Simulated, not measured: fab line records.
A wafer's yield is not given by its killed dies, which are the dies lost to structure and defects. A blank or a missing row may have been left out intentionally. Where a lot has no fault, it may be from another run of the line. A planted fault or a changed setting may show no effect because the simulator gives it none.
A lot that was struck, set against a sound lot	flow n5-finfet	24 out of 1938 route steps
Sound: these wafers, L374.1, L374.3, L374.4. Wafers struck: L383.1, L383.2, L383.6. The cause is named last.
For every step that has rows: the tool of each side, followed by ch and its chambers, followed by its first start. Under that, the readings that differ: sound wafers	struck wafers	difference of the means	sigmas: that difference in standard deviations of wafers without a fault.
alike: a reading whose means differ by less than 2 such deviations, as well as words and numbers matching on both sides. not compared: withheld readings; readings where some wafer has no value; bounds like >300 that might hide an equal value; numbers whose values overlap and for which the record gives no deviation.
The two part at a step that has a row with sigmas, a row that says differs or no value, or rows on one side only. Numbers that don't overlap but have no deviation are shown without sigmas and don't part them. A reading that every wafer of one side lacks parts them only if that side has two wafers or more.

first, 10 steps without rows for these wafers: N5_BEOL_M10_DESCUM_33 (chemistry O2, time 7.9 s); N5_BEOL_M10_ETCH_65 (etches SiARC in CF4, target depth 39 nm, time 65 s); N5_BEOL_M10_ETCH_66 (etches SOC in N2/H2, target depth 120 nm, overetch 24 nm, time 180 s); N5_BEOL_M10_STRIP_69 (strips in N2/H2); N5_BEOL_M10_VIA_ETCH_34 (etches SiCOH lowk in C4F6/O2, target depth 184.5 nm, time 69.2 s); N5_BEOL_M10_STRIP_73 (strips in C4F6/O2); N5_BEOL_M10_STRIP_36 (strips in N2/H2); N5_BEOL_M10_TRENCH_ETCH_37 (etches SiCOH lowk in C4F6/O2, target depth 148.83 nm, time 48 s); N5_BEOL_M10_ETCH_41 (etches SiCN in CH3F/O2, target depth 42.6 nm, time 86 s); N5_BEOL_M10_STRIP_77 (strips in N2/H2, time 10 s).
N5_BEOL_M10_HM_STRIP_39: strips TiN in peroxide tin strip, target depth 25 nm, time 158 s.
  sound on wet-bench-01 ch 1,6,7, day 10 06:53; struck on wet-bench-01 ch 0,3,7, day 12 17:21
  no value came back on the struck wafers for bath-guard-temp-C (C), bath-heat-duty-pct (%), temp-c (C); on the sound wafers bath-guard-temp-C (C) reads 49.2 50.1 49.4
reading	sound	struck	difference	sigmas
model.TiN_of_BEOL_M10_HM_DEP_02.thk-nm (nm)	0 0 0	16.4 16 16.4	+16.3	
then, 1 step without rows for these wafers: N5_BEOL_M10_SRD_40 (time 30 s).
N5_BEOL_M10_PRECLEAN_42: cleans in residue remover, time 60 s.
  sound on wet-bench-01 ch 1,6,7, day 10 06:57; struck on wet-bench-01 ch 0,3,7, day 12 17:25
reading	sound	struck	difference	sigmas
model.TiN_of_BEOL_M10_HM_DEP_02.thk-nm (nm)	0 0 0	5.4 5 5.4	+5.3	
  alike: temp-c
then, 10 steps without rows for these wafers: N5_BEOL_M10_SRD_43 (time 30 s); N5_BEOL_M10_CURE_72 (cures SiCOH lowk, time 120 s); N5_BEOL_M10_DEGAS_44 (time 60 s); N5_BEOL_M10_PRE_CLEAN_45 (time 30 s); N5_BEOL_M10_ALD_74 (deposits TaN, target thk 2 nm, pulse time 2 s, purge time 3 s); N5_BEOL_M10_SURFACE_TREAT_76; N5_BEOL_M10_CVD_75 (deposits Co from CCTBA/H2, target thk 2 nm, time 138.9 s); N5_BEOL_M10_SPUTTER_48 (material Cu, target thk 12 nm, time 2 s); N5_BEOL_M10_ECD_50 (material Cu, target thk 318 nm); N5_BEOL_M10_ANNEAL_51 (time 90 s).
N5_BEOL_M10_CMP_52: polishes, stops on SiCOH lowk, t overpolish 7 s, target thk 140 nm.
  sound on cmp-02 ch 0,1,2, day 10 09:43; struck on cmp-01 ch 1,3, day 12 21:14
reading	sound	struck	difference	sigmas
barrier-field-endpoint-s (s)	28.1 27.2 28.0	34.7 35.4 36.0	+7.6	+11
  alike: motor-current-A

WHERE THEY PART
First at N5_BEOL_M10_HM_STRIP_39; last, within this record, at N5_BEOL_M10_CMP_52.

WHY: whatever the simulator had introduced
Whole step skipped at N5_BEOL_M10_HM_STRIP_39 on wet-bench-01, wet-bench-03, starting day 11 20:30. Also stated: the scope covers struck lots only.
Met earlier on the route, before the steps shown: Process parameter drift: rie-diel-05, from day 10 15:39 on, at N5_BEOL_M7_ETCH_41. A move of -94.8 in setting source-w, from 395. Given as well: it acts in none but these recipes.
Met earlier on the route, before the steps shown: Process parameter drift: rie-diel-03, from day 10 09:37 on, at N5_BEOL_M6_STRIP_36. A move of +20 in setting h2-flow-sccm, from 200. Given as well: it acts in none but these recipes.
